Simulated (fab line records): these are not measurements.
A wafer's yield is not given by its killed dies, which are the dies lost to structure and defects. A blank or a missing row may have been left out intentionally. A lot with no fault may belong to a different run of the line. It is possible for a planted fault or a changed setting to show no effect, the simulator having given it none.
Chamber matching -- flow nand_harc -- NHARC_A_CHANNEL_HOLE_D1_DESCUM_15 on rie_diel-03: 4 sister chambers
The step chemistry O2, time 3 s. 4 wafers are shown with their chamber, then 11 later ones without.

## WAFERS, EACH WITH ITS CHAMBER
wafer,chamber,drypump_motor_current_A (A)
L078.3,0,5.6
L084.4,2,6.3
L088.3,1,5.9
L087.1,3,6.1

## WAFERS WHOSE CHAMBER IS MISSING
wafer,drypump_motor_current_A (A)
L087.2,5.8
L087.3,6.3
L087.4,6.2
L087.5,5.8
L087.6,6.1
L095.2,5.8
L095.4,5.7
L095.5,5.8
L097.1,5.8
L097.5,5.8
L097.6,5.6

## THE CHAMBER EACH PASSED THROUGH
wafer,from the rows above,in truth
L087.2,can't be placed: 1 or 0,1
L087.3,2,2
L087.4,can't be placed: 2 or 3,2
L087.5,can't be placed: 1 or 0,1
L087.6,3,3
L095.2,can't be placed: 1 or 0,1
L095.4,can't be placed: 0 or 1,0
L095.5,can't be placed: 1 or 0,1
L097.1,can't be placed: 1 or 0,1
L097.5,can't be placed: 1 or 0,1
L097.6,0,0
Correct placement for 3 of the 11. Can't be placed from these rows: 8 (the true chamber is among the candidates in 8). 0 placed wrongly.
How it was worked out, from the rows above alone: a wafer's distance from a chamber is the root of the sum, over the readings, of the square of ((its reading less the chamber's mean) divided by the reading's scatter). If the next closest chamber is less than 2 further off than the closest, the wafer can't be placed; otherwise it belongs to the closest. For every chamber, the mean is computed from those of its wafers that are shown. The scatter: root of mean squared gap, hidden wafer to nearest shown wafer, with one shown wafer a chamber.
